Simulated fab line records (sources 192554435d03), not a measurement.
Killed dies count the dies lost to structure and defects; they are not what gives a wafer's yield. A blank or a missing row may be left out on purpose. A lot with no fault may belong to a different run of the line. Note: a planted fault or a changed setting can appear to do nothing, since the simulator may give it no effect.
fab line records	flow n5_finfet
[record] lots = 7	wafers = 21
route steps=1938 shown BEOL_M10@1488 BEOL_M11@1546 BEOL_M12@1609 BEOL_M13@1661 BEOL_M14@1719
start_h: the number of hours between the record's first day and the start of the first shown wafer of the lot	wait_h: hours from the lot's prior step to this one	" repeats the value in the row above	L1.1+2: a row that stands for several wafers	- value missing, or start not given	* or withheld: withheld	< > ~ a bound
route shown NAME@n: NAME is a module with steps in the file, n the number in the route of the first one	usual: mean and standard deviation over wafers with no fault	same: alike in all rows	chamber/n: place in a boat	sites: per-site readings	_std_site: the standard deviation of these	_edge_site: outer sites' mean less inner sites'	radius_mm: for every site, how far away it sits from the centre of the wafer	mask NAME#n: copy n	behind: tool/chamber where the wafer was last shaped	hold: the reason the lot was held/the length of the hold in hours/how it ended	device: whichever transistor did not switch (one of n, p or np)	end of line: at the end of the route, the tests of the same wafers	where a step has no rows: the recipe by itself	killed: the dies lost at the first sort to structure and to defects; this is not the yield of the wafer	map: shows each die of a wafer: x if killed, . if not, _ if none is there
set.NAME: the setting the step ran with; set.NAME@STEP: the setting that earlier step ran with	model.NAME: the simulator's own value behind a step, which no gauge read
one table per step and one row per wafer, for lots whose settings were changed on purpose
[[steps]]
[step N5_BEOL_M10_ETCH_62]
[recipe] chemistry = N2/H2	target = SOC	target_depth_a = 1100	overetch_a = 220	mask_material = SiARC	temp_c = 40	time_s = 165	ion_energy_ev = 200	pressure_mtorr = 30	source_w = 840	bias_w = 150	n2_flow_sccm = 200	h2_flow_sccm = 200
lot.wafer	tool	chamber	start_h	wait_h	set.time_s	model.SiARC_of_BEOL_M10_COAT_60.thk_nm
L078.1	rie_diel-01	2	236.37	0.0	165	23.8
L078.5+6	"	1,2	"	"	165	23.6
L084.4	rie_diel-03	1	270.33	0.0	135.8	24.2
L084.5	"	3	"	"	135.8	24.8
L084.6	"	2	"	"	165	23.2
L085.4+6	rie_diel-01	2,1	274.77	0.0	165	23.4
L085.5	"	0	"	"	148.9	23.8
L087.3	rie_diel-04	1	292.65	0.0	153	24
L087.5	"	3	"	"	153	23.6
L087.6	"	0	"	"	153	24.2
L089.1	rie_diel-04	3	297.61	0.0	130.9	24.8
L089.2	"	0	"	"	130.9	25
L089.4	"	1	"	"	165	23.8
L094.1	rie_diel-01	2	337.60	0.0	130.2	24.8
L094.4	"	0	"	"	165	23.2
L094.5	"	1	"	"	130.2	24.6
L097.1+6	rie_diel-03	2	353.41	0.0	153	23.6
L097.2	"	3	"	"	165	23.2
[step N5_BEOL_M10_COAT_63]
[recipe] resist = SOC	temp_c = 250	time_s = 60	spin_rpm = 1500	resist_thk_nm = 100
lot.wafer	tool	chamber	start_h	wait_h	set.spin_rpm	model.SOC_of_BEOL_M10_COAT_63.thk_nm
L078.1+6	litho_track-03	0	236.79	0.0	1500	100
L078.5	"	0	"	"	1500	99.8
L084.4	litho_track-04	0	272.84	2.1	1500	99.6
L084.5	"	0	"	"	1500	100
L084.6	"	0	"	"	1500	99.8
L085.4	litho_track-03	0	277.02	1.8	1356	105.4
L085.5	"	0	"	"	1500	100.2
L085.6	"	0	"	"	1500	100
L087.3	litho_track-03	0	295.39	2.4	1596	97
L087.5	"	0	"	"	1500	99.6
L087.6	"	0	"	"	1500	99.8
L089.1	litho_track-03	0	298.62	0.6	1500	99.6
L089.2	"	0	"	"	1648	94.8
L089.4	"	0	"	"	1648	95
L094.1+4	litho_track-01	0	338.56	0.6	1500	100
L094.5	"	0	"	"	1500	100.2
L097.1+6	litho_track-01	0	353.88	0.0	1424	103
L097.2	"	0	"	"	1500	100.4
[step N5_BEOL_M10_COAT_64]
[recipe] resist = SiARC	temp_c = 220	time_s = 60	spin_rpm = 1500	resist_thk_nm = 30
[step N5_BEOL_M10_COAT_22]
[recipe] resist = CAR-ArF	spin_rpm = 1500	resist_thk_nm = 90
[step N5_BEOL_M10_DESCUM_33]
[recipe] chemistry = O2	time_s = 7.9	source_power_w = 50	bias_power_w = 20	pressure_mtorr = 20	rf_frequency_hz = 2.712e+07	temp_c = 40	resist = CAR-ArF	o2_flow_sccm = 225
[step N5_BEOL_M10_ETCH_65]
[recipe] chemistry = CF4	target = SiARC	target_depth_a = 390	mask_material = CAR-ArF	time_s = 65	ion_energy_ev = 80	pressure_mtorr = 40	source_w = 545	bias_w = 36	Ar_flow_sccm = 100	cf4_flow_sccm = 100	ends = cleared
[step N5_BEOL_M10_ETCH_66]
[recipe] chemistry = N2/H2	target = SOC	target_depth_a = 1200	overetch_a = 240	mask_material = SiARC	temp_c = 40	time_s = 180	ion_energy_ev = 200	pressure_mtorr = 30	source_w = 840	bias_w = 150	n2_flow_sccm = 200	h2_flow_sccm = 200
lot.wafer	tool	chamber	start_h	wait_h	set.spin_rpm@BEOL_M10_COAT_63	model.etch.depth_nm
L078.1	rie_diel-01	3	237.38	0.0	1500	100.1
L078.5	"	3	"	"	1500	99.8
L078.6	"	0	"	"	1500	99.94
L084.4	rie_diel-03	2	273.38	0.0	1500	99.68
L084.5	"	1	"	"	1500	100.1
L084.6	"	0	"	"	1500	99.71
L085.4	rie_diel-01	3	277.45	0.0	1356	105.4
L085.5	"	2	"	"	1500	100.2
L085.6	"	3	"	"	1500	100
L087.3	rie_diel-01	2	296.58	0.0	1596	96.95
L087.5	"	0	"	"	1500	99.63
L087.6	"	3	"	"	1500	99.74
L089.1	rie_diel-03	1	300.24	0.0	1500	99.68
L089.2	"	2	"	"	1648	94.87
L089.4	"	0	"	"	1648	95.06
L094.1+4+5	rie_diel-04	3,2,2	339.15	0.0	1500	100.1
L097.1	rie_diel-01	3	354.78	0.0	1424	103.1
L097.2	"	2	"	"	1500	100.4
L097.6	"	3	"	"	1424	102.9
[step N5_BEOL_M10_STRIP_69]
[recipe] chemistry = N2/H2	temp_c = 40	n2_flow_sccm = 200	h2_flow_sccm = 200	rf_frequency_hz = 6e+07
[step N5_BEOL_M10_VIA_ETCH_34]
[recipe] chemistry = C4F6/O2	target = SiCOH_lowk	target_depth_a = 1845	mask_material = SOC	taper_deg = 4	time_s = 69.2	ion_energy_ev = 250	pressure_mtorr = 30	source_w = 345	bias_w = 185	Ar_flow_sccm = 300	C4F6_flow_sccm = 10	O2_flow_sccm = 10
lot.wafer	tool	chamber	start_h	wait_h	set.spin_rpm@BEOL_M10_COAT_63	model.SOC_of_BEOL_M10_COAT_63.thk_nm
L078.1	rie_diel-01	3	237.51	0.0	1500	92
L078.5	"	3	"	"	1500	91.8
L078.6	"	0	"	"	1500	91.4
L084.4	rie_diel-03	2	273.51	0.0	1500	91.6
L084.5+6	"	1,0	"	"	1500	91.8
L085.4	rie_diel-01	3	277.58	0.0	1356	97.4
L085.5	"	2	"	"	1500	92
L085.6	"	3	"	"	1500	92.2
L087.3	rie_diel-01	2	296.71	0.0	1596	88.8
L087.5	"	0	"	"	1500	91
L087.6	"	3	"	"	1500	91.8
L089.1	rie_diel-03	1	300.36	0.0	1500	91.4
L089.2	"	2	"	"	1648	86.8
L089.4	"	0	"	"	1648	87.4
L094.1+4	rie_diel-04	3,2	339.27	0.0	1500	91.8
L094.5	"	2	"	"	1500	92
L097.1+6	rie_diel-01	3	354.90	0.0	1424	95
L097.2	"	2	"	"	1500	92.4
[step N5_BEOL_M11_EXPOSE_08]
[recipe] mask_id = M11	na = 1.35	source_shape = dipole	sigma_inner = 0.411	sigma_outer = 0.611	polarization = te	dose_mj = 53.75
lot.wafer	tool	chamber	start_h	wait_h	mask	set.dose_mj
L078.1+5+6	arfi_scanner-01	0	244.15	-	M11#0	53.75
L084.4+5+6	arfi_scanner-03	0	279.07	-	M11#0	53.75
L085.4+5	arfi_scanner-02	0	282.83	-	M11#0	53.75
L085.6	"	0	"	"	M11#0	50.07
L087.3	arfi_scanner-01	0	304.53	-	M11#0	53.75
L087.5+6	"	0	"	"	M11#0	52.67
L089.1+4	arfi_scanner-02	0	306.56	-	M11#0	51.94
L089.2	"	0	"	"	M11#0	53.75
L094.1	arfi_scanner-01	0	346.99	-	M11#0	53.75
L094.4+5	"	0	"	"	M11#0	56.08
L097.1+2+6	arfi_scanner-01	0	361.74	-	M11#0	53.75
[step N5_BEOL_M11_PEB_09]
[recipe] peb_temp_c = withheld	peb_time_s = 60	resist = CAR-ArF
[step N5_BEOL_M11_DEVELOP_10]
[recipe] develop_time_s = 30	developer = TMAH	resist = CAR-ArF	rinse_liquid = diw	dry = air_spin	dev_temp_c = 23
[step N5_BEOL_M11_CD_MEAS_11]
[recipe] target_cd_nm = 64.1	landing_energy_ev = 500	detector = se_inlens	polarity = opening
[usual] cd_nm = 63.9/0.68
lot.wafer	tool	chamber	start_h	wait_h	set.dose_mj@BEOL_M11_EXPOSE_08	cd_nm
L078.1	cd_sem-02	0	244.27	-	53.75	63.8
L078.5	"	0	"	"	53.75	63.9
L078.6	"	0	"	"	53.75	64.2
L084.4	cd_sem-03	0	279.18	-	53.75	63.5
L084.5	"	0	"	"	53.75	64.8
L084.6	"	0	"	"	53.75	63.6
L085.4	cd_sem-03	0	282.94	-	53.75	63.3
L085.5	"	0	"	"	53.75	63.6
L085.6	"	0	"	"	50.07	60.4
L087.3	cd_sem-01	0	304.65	-	53.75	62.5
L087.5	"	0	"	"	52.67	61.8
L087.6	"	0	"	"	52.67	62.5
L089.1	cd_sem-03	0	306.69	-	51.94	63.0
L089.2	"	0	"	"	53.75	64.7
L089.4	"	0	"	"	51.94	62.6
L094.1	cd_sem-03	0	347.11	-	53.75	64.0
L094.4	"	0	"	"	56.08	65.6
L094.5	"	0	"	"	56.08	66.2
L097.1	cd_sem-03	0	361.87	-	53.75	64.4
L097.2	"	0	"	"	53.75	64.1
L097.6	"	0	"	"	53.75	63.0
[step N5_BEOL_M11_DESCUM_16]
[recipe] chemistry = O2	time_s = 7.9	source_power_w = 50	bias_power_w = 20	pressure_mtorr = 20	rf_frequency_hz = 2.712e+07	temp_c = 40	resist = CAR-ArF	o2_flow_sccm = 225
lot.wafer	tool	chamber	start_h	wait_h	set.time_s	model.CAR-ArF_of_BEOL_M11_COAT_05.thk_nm
L078.1+6	rie_diel-02	0,3	244.36	0.0	7.9	82.8
L078.5	"	2	"	"	7.9	83.2
L084.4	rie_diel-02	0	279.82	0.6	7.9	83.4
L084.5	"	2	"	"	7.9	83.6
L084.6	"	1	"	"	8.365	83.2
L085.4+5	rie_diel-06	1,2	283.03	0.0	7.9	83.6
L085.6	"	3	"	"	8.617	83
L087.3	rie_diel-05	3	305.01	0.3	7.9	83.2
L087.5	"	2	"	"	7.9	83.6
L087.6	"	1	"	"	7.9	83.4
L089.1	rie_diel-05	0	306.79	0.0	7.9	83.2
L089.2	"	1	"	"	7.9	83.4
L089.4	"	2	"	"	8.345	83.4
L094.1+5	rie_diel-05	2,0	347.21	0.0	7.9	83.4
L094.4	"	0	"	"	9.655	82
L097.1	rie_diel-06	1	361.96	0.0	7.9	83
L097.2	"	3	"	"	6.449	84.2
L097.6	"	3	"	"	7.9	83.4
[step N5_BEOL_M11_ETCH_61]
[recipe] chemistry = CF4	target = SiARC	target_depth_a = 390	mask_material = CAR-ArF	time_s = 65	ion_energy_ev = 80	pressure_mtorr = 40	source_w = 545	bias_w = 36	Ar_flow_sccm = 100	cf4_flow_sccm = 100	ends = cleared
lot.wafer	tool	chamber	start_h	wait_h	set.dose_mj@BEOL_M11_EXPOSE_08	model.BEOL_M11.cd_offset_nm
L078.1+5	rie_diel-02	0,2	244.40	0.0	53.75	-0.6
L078.6	"	3	"	"	53.75	-0.2
L084.4	rie_diel-02	0	279.86	0.0	53.75	-0.6
L084.5	"	2	"	"	53.75	0.8
L084.6	"	1	"	"	53.75	0.4
L085.4	rie_diel-06	1	283.06	0.0	53.75	-0.8
L085.5	"	2	"	"	53.75	-0.2
L085.6	"	3	"	"	50.07	-3.6
L087.3	rie_diel-05	3	305.04	0.0	53.75	-1.4
L087.5	"	2	"	"	52.67	-2
L087.6	"	1	"	"	52.67	-1.6
L089.1	rie_diel-05	0	306.83	0.0	51.94	-1.6
L089.2	"	1	"	"	53.75	1.2
L089.4	"	2	"	"	51.94	-1.4
L094.1	rie_diel-05	2	347.25	0.0	53.75	0.4
L094.4	"	0	"	"	56.08	1.4
L094.5	"	0	"	"	56.08	1.8
L097.1	rie_diel-06	1	361.99	0.0	53.75	0.4
L097.2	"	3	"	"	53.75	-0.2
L097.6	"	3	"	"	53.75	-0.6
[step N5_BEOL_M12_PEB_08]
[recipe] peb_temp_c = 130	peb_time_s = 90
lot.wafer	tool	chamber	start_h	wait_h	set.peb_time_s
L078.1+5+6	litho_track-04	0	249.67	0.1	90
L084.4+6	litho_track-04	0	284.00	0.0	90
L084.5	"	0	"	"	96.25
L085.4+6	litho_track-04	0	289.59	0.0	90
L085.5	"	0	"	"	75.73
L087.3+5+6	litho_track-02	0	309.98	0.0	90
L089.1+4	litho_track-02	0	315.22	0.1	74.43
L089.2	"	0	"	"	90
L094.1	litho_track-01	0	351.54	0.1	105
L094.4+5	"	0	"	"	90
L097.1+2	litho_track-01	0	368.70	0.1	101.7
L097.6	"	0	"	"	90
[step N5_BEOL_M12_DEVELOP_09]
[recipe] develop_time_s = 45	rinse_liquid = diw	dry = air_spin	dev_temp_c = 21
[step N5_BEOL_M12_HARDBAKE_14]
[recipe] temp_c = 130	time_s = 120
[step N5_BEOL_M12_CD_MEAS_10]
[recipe] target_cd_nm = 140	landing_energy_ev = 500	detector = se_inlens	polarity = opening
[usual] cd_nm = 139.9/2.6
lot.wafer	tool	chamber	start_h	wait_h	set.peb_time_s@BEOL_M12_PEB_08	cd_nm
L078.1	cd_sem-02	0	249.79	-	90	142.5
L078.5	"	0	"	"	90	140.5
L078.6	"	0	"	"	90	138.1
L084.4	cd_sem-03	0	284.12	-	90	137.1
L084.5	"	0	"	"	96.25	137.8
L084.6	"	0	"	"	90	137.4
L085.4	cd_sem-01	0	289.70	-	90	141.6
L085.5	"	0	"	"	75.73	130.7
L085.6	"	0	"	"	90	137.3
L087.3	cd_sem-03	0	310.10	-	90	136.2
L087.5	"	0	"	"	90	140.3
L087.6	"	0	"	"	90	139.8
L089.1	cd_sem-02	0	315.33	-	74.43	135.0
L089.2	"	0	"	"	90	141.4
L089.4	"	0	"	"	74.43	133.1
L094.1	cd_sem-01	0	351.66	-	105	147.2
L094.4	"	0	"	"	90	139.4
L094.5	"	0	"	"	90	140.9
L097.1	cd_sem-03	0	368.81	-	101.7	143.5
L097.2	"	0	"	"	101.7	146.9
L097.6	"	0	"	"	90	138.6
[step N5_BEOL_M13_COAT_58]
[recipe] resist = BARC	temp_c = 205	time_s = 60	spin_rpm = 1500	resist_thk_nm = 89
lot.wafer	tool	chamber	start_h	wait_h	set.spin_rpm	model.BARC_of_BEOL_M13_COAT_58.thk_nm
L078.1+5+6	litho_track-03	0	258.30	0.0	1500	88.8
L084.4+6	litho_track-01	0	290.06	0.0	1500	89.2
L084.5	"	0	"	"	1500	89
L085.4	litho_track-05	0	293.75	0.0	1500	89
L085.5+6	"	0	"	"	1658	84.8
L087.3+6	litho_track-01	0	316.20	0.0	1352	93.8
L087.5	"	0	"	"	1500	89
L089.1	litho_track-05	0	323.24	0.0	1500	88.8
L089.2	"	0	"	"	1500	89.2
L089.4	"	0	"	"	1500	89
L094.1	litho_track-05	0	358.09	0.0	1500	89
L094.4+5	"	0	"	"	1619	85.6
L097.1+2+6	litho_track-01	0	375.51	0.0	1500	89
[step N5_BEOL_M13_ETCH_59]
[recipe] chemistry = N2/H2	target = BARC	target_depth_a = 890	overetch_a = 267	time_s = 67.9	ion_energy_ev = 200	pressure_mtorr = 30	source_w = 840	bias_w = 150	n2_flow_sccm = 200	h2_flow_sccm = 200
lot.wafer	tool	chamber	start_h	wait_h	set.time_s	set.spin_rpm@BEOL_M13_COAT_58	model.coat_of_BEOL_M13_COAT_04.thk_nm	model.etch.depth_nm
L078.1	rie_diel-06	3	258.70	0.0	67.9	1500	315.6	88.71
L078.5	"	2	"	"	67.9	1500	313.4	88.79
L078.6	"	0	"	"	67.9	1500	318	88.71
L084.4	rie_diel-05	0	290.46	0.0	67.9	1500	319.8	89.14
L084.5	"	3	"	"	56.67	1500	333.2	89.06
L084.6	"	0	"	"	67.9	1500	319.4	89.22
L085.4	rie_diel-05	0	294.29	0.0	67.9	1500	316.6	88.96
L085.5	"	1	"	"	67.9	1658	315.4	84.79
L085.6	"	3	"	"	67.9	1658	320.4	84.78
L087.3	rie_diel-06	3	316.59	0.0	67.9	1352	316	93.76
L087.5	"	3	"	"	67.9	1500	316.8	89.01
L087.6	"	2	"	"	73.28	1352	308	93.89
L089.1	rie_diel-02	2	323.64	0.0	67.9	1500	318.8	88.7
L089.2	"	3	"	"	76.45	1500	309.8	89.16
L089.4	"	0	"	"	67.9	1500	315.4	89.09
L094.1	rie_diel-02	3	358.61	0.0	60.49	1500	324.8	89.06
L094.4	"	1	"	"	60.49	1619	323.2	85.58
L094.5	"	0	"	"	67.9	1619	319	85.66
L097.1	rie_diel-02	2	376.03	0.0	67.9	1500	318.6	89.07
L097.2	"	3	"	"	67.9	1500	317.6	89.08
L097.6	"	0	"	"	67.9	1500	316.4	88.95
[step N5_BEOL_M13_VIA_ETCH_16]
[recipe] chemistry = C4F8/O2/Ar	target = SiOC	pressure_mtorr = 30	source_w = 3000	bias_w = 700	Ar_flow_sccm = 400	C4F8_flow_sccm = 15	O2_flow_sccm = 8	he_inner_torr = 15	he_outer_torr = 30	target_depth_a = 9217	time_s = withheld	ion_energy_ev = 250	ends = cleared
[step N5_BEOL_M13_STRIP_63]
[recipe] chemistry = N2/H2	power_w = 1000	temp_c = 250	h2_frac = 0.65	overash_fraction = 0.3	pressure_mtorr = 1000	n2_flow_sccm = 1750	h2_flow_sccm = 3250
[step N5_BEOL_M13_STRIP_64]
[recipe] chemistry = N2/H2	power_w = 1000	temp_c = 250	h2_frac = 0.65	overash_fraction = 0.3	pressure_mtorr = withheld	n2_flow_sccm = 1750	h2_flow_sccm = 3250
[usual] strip_time_to_endpoint_s = 31.30/0.062
lot.wafer	tool	chamber	start_h	wait_h	set.spin_rpm@BEOL_M13_COAT_58	strip_time_to_endpoint_s
L078.1	plasma_asher-01	0	259.04	0.0	1500	31.22
L078.5	"	1	"	"	1500	31.23
L078.6	"	0	"	"	1500	31.24
L084.4	plasma_asher-01	1	290.83	0.0	1500	31.35
L084.5	"	1	"	"	1500	31.33
L084.6	"	0	"	"	1500	31.37
L085.4	plasma_asher-02	0	294.64	0.0	1500	31.30
L085.5	"	1	"	"	1658	30.10
L085.6	"	0	"	"	1658	30.09
L087.3	plasma_asher-01	0	316.96	0.0	1352	32.67
L087.5	"	0	"	"	1500	31.32
L087.6	"	1	"	"	1352	32.71
L089.1	plasma_asher-01	0	324.26	0.0	1500	31.21
L089.2	"	1	"	"	1500	31.36
L089.4	"	0	"	"	1500	31.34
L094.1	plasma_asher-02	0	358.96	0.0	1500	31.35
L094.4	"	0	"	"	1619	30.32
L094.5	"	1	"	"	1619	30.35
L097.1	plasma_asher-01	1	376.38	0.0	1500	31.33
L097.2	"	0	"	"	1500	31.36
L097.6	"	1	"	"	1500	31.30
[step N5_BEOL_M14_COAT_04]
[recipe] spin_rpm = 1704	resist_thk_nm = 800
lot.wafer	tool	chamber	start_h	wait_h	set.spin_rpm	model.coat_of_BEOL_M14_COAT_04.thk_nm
L078.1	litho_track-02	0	-	-	1704	799.8
L078.5	"	0	"	"	1704	796
L078.6	"	0	"	"	1704	797.4
L084.4	litho_track-04	0	-	-	1704	798.8
L084.5	"	0	"	"	1779	782.6
L084.6	"	0	"	"	1779	780.4
L085.4	litho_track-05	0	-	-	1704	798
L085.5	"	0	"	"	1811	775
L085.6	"	0	"	"	1811	775.8
L087.3	litho_track-05	0	-	-	1704	801.4
L087.5	"	0	"	"	1704	802.2
L087.6	"	0	"	"	1638	818.6
L089.1	litho_track-04	0	-	-	1704	797
L089.2	"	0	"	"	1704	794.8
L089.4	"	0	"	"	1704	794.6
L094.1	litho_track-05	0	-	-	1704	800.6
L094.4	"	0	"	"	1818	772.8
L094.5	"	0	"	"	1704	799.8
L097.1	litho_track-05	0	-	-	1704	799.6
L097.2	"	0	"	"	1704	799.8
L097.6	"	0	"	"	1626	818.2
[step N5_BEOL_M14_ETCH_59]
[recipe] chemistry = N2/H2	target = BARC	target_depth_a = 890	overetch_a = 267	time_s = 67.9	ion_energy_ev = 200	pressure_mtorr = 30	source_w = 840	bias_w = 150	n2_flow_sccm = 200	h2_flow_sccm = 200
lot.wafer	tool	chamber	start_h	wait_h	set.h2_flow_sccm
L078.1+5+6	rie_diel-01	3,0,1	265.16	0.0	200
L084.4+5+6	rie_diel-03	1,0,2	298.40	0.0	200
L085.4+5	rie_diel-03	0,1	298.81	0.0	186.1
L085.6	"	2	"	"	200
L087.3	rie_diel-04	1	324.52	0.0	209.8
L087.5+6	"	0,3	"	"	200
L089.1	rie_diel-04	3	329.73	0.0	200
L089.2+4	"	1,2	"	"	186.7
L094.1+4+5	rie_diel-04	0,1,2	363.85	0.0	200
L097.1+6	rie_diel-01	0	381.29	0.0	214.2
L097.2	"	2	"	"	200
[step N5_BEOL_M14_VIA_ETCH_16]
[recipe] chemistry = C4F8/O2/Ar	target = SiO2	he_inner_torr = 15	he_outer_torr = 30	target_depth_a = 12313	time_s = withheld	ion_energy_ev = 800	pressure_mtorr = 20	source_w = 1905	bias_w = 2040	Ar_flow_sccm = 400	C4F8_flow_sccm = 16	O2_flow_sccm = 12	ends = cleared
lot.wafer	tool	chamber	start_h	wait_h	set.spin_rpm@BEOL_M14_COAT_04	model.coat_of_BEOL_M14_COAT_04.thk_nm
L078.1	rie_diel-01	3	265.22	0.0	1704	457.4
L078.5	"	0	"	"	1704	437.4
L078.6	"	1	"	"	1704	449.2
L084.4	rie_diel-03	1	298.51	0.1	1704	445.8
L084.5	"	0	"	"	1779	428.6
L084.6	"	2	"	"	1779	424.4
L085.4	rie_diel-03	0	298.93	0.1	1704	443.2
L085.5	"	1	"	"	1811	424.8
L085.6	"	2	"	"	1811	420.2
L087.3	rie_diel-04	1	324.57	0.0	1704	454.2
L087.5	"	0	"	"	1704	461.2
L087.6	"	3	"	"	1638	466
L089.1	rie_diel-04	3	329.79	0.0	1704	449.8
L089.2	"	1	"	"	1704	449.4
L089.4	"	2	"	"	1704	455.4
L094.1	rie_diel-04	0	363.90	0.0	1704	458.2
L094.4	"	1	"	"	1818	424.2
L094.5	"	2	"	"	1704	458.8
L097.1	rie_diel-01	0	381.34	0.0	1704	448.8
L097.2	"	2	"	"	1704	454.4
L097.6	"	0	"	"	1626	458.8
[[key]]
[split] step = N5_BEOL_M10_ETCH_62	setting = time_s	stated = 165	by = wafer
[response] step = N5_BEOL_M10_ETCH_62	reading = model.SiARC_of_BEOL_M10_COAT_60.thk_nm	change = -0.0631	per = 1%	r = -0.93
[split] step = N5_BEOL_M10_COAT_63	setting = spin_rpm	stated = 1500	by = wafer
[response] step = N5_BEOL_M10_COAT_63	reading = model.SOC_of_BEOL_M10_COAT_63.thk_nm	change = -0.499	per = 1%	r = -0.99
[response] step = N5_BEOL_M10_ETCH_66	reading = model.etch.depth_nm	change = -0.501	per = 1%	r = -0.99
[response] step = N5_BEOL_M10_VIA_ETCH_34	reading = model.SOC_of_BEOL_M10_COAT_63.thk_nm	change = -0.481	per = 1%	r = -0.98
[split] step = N5_BEOL_M11_EXPOSE_08	setting = dose_mj	stated = 53.75	by = wafer
[response] step = N5_BEOL_M11_CD_MEAS_11	reading = cd_nm	change = +0.449	per = 1%	r = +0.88
[response] step = N5_BEOL_M11_ETCH_61	reading = model.BEOL_M11.cd_offset_nm	change = +0.448	per = 1%	r = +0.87
[split] step = N5_BEOL_M11_DESCUM_16	setting = time_s	stated = 7.9	by = wafer
[response] step = N5_BEOL_M11_DESCUM_16	reading = model.CAR-ArF_of_BEOL_M11_COAT_05.thk_nm	change = -0.0573	per = 1%	r = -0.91
[split] step = N5_BEOL_M12_PEB_08	setting = peb_time_s	stated = 90	by = wafer
[response] step = N5_BEOL_M12_CD_MEAS_10	reading = cd_nm	change = +0.453	per = 1%	r = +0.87
[split] step = N5_BEOL_M13_COAT_58	setting = spin_rpm	stated = 1500	by = wafer
[response] step = N5_BEOL_M13_COAT_58	reading = model.BARC_of_BEOL_M13_COAT_58.thk_nm	change = -0.437	per = 1%	r = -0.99
[response] step = N5_BEOL_M13_ETCH_59	reading = model.etch.depth_nm	change = -0.438	per = 1%	r = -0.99
[response] step = N5_BEOL_M13_STRIP_64	reading = strip_time_to_endpoint_s	change = *	per = 1%	r = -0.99
[split] step = N5_BEOL_M13_ETCH_59	setting = time_s	stated = 67.9	by = wafer
[response] step = N5_BEOL_M13_ETCH_59	reading = model.coat_of_BEOL_M13_COAT_04.thk_nm	change = -0.713	per = 1%	r = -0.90
[split] step = N5_BEOL_M14_COAT_04	setting = spin_rpm	stated = 1704	by = wafer
[response] step = N5_BEOL_M14_COAT_04	reading = model.coat_of_BEOL_M14_COAT_04.thk_nm	change = -3.95	per = 1%	r = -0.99
[response] step = N5_BEOL_M14_VIA_ETCH_16	reading = model.coat_of_BEOL_M14_COAT_04.thk_nm	change = -3.65	per = 1%	r = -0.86
[split] step = N5_BEOL_M14_ETCH_59	setting = h2_flow_sccm	stated = 200	by = wafer
response none clear
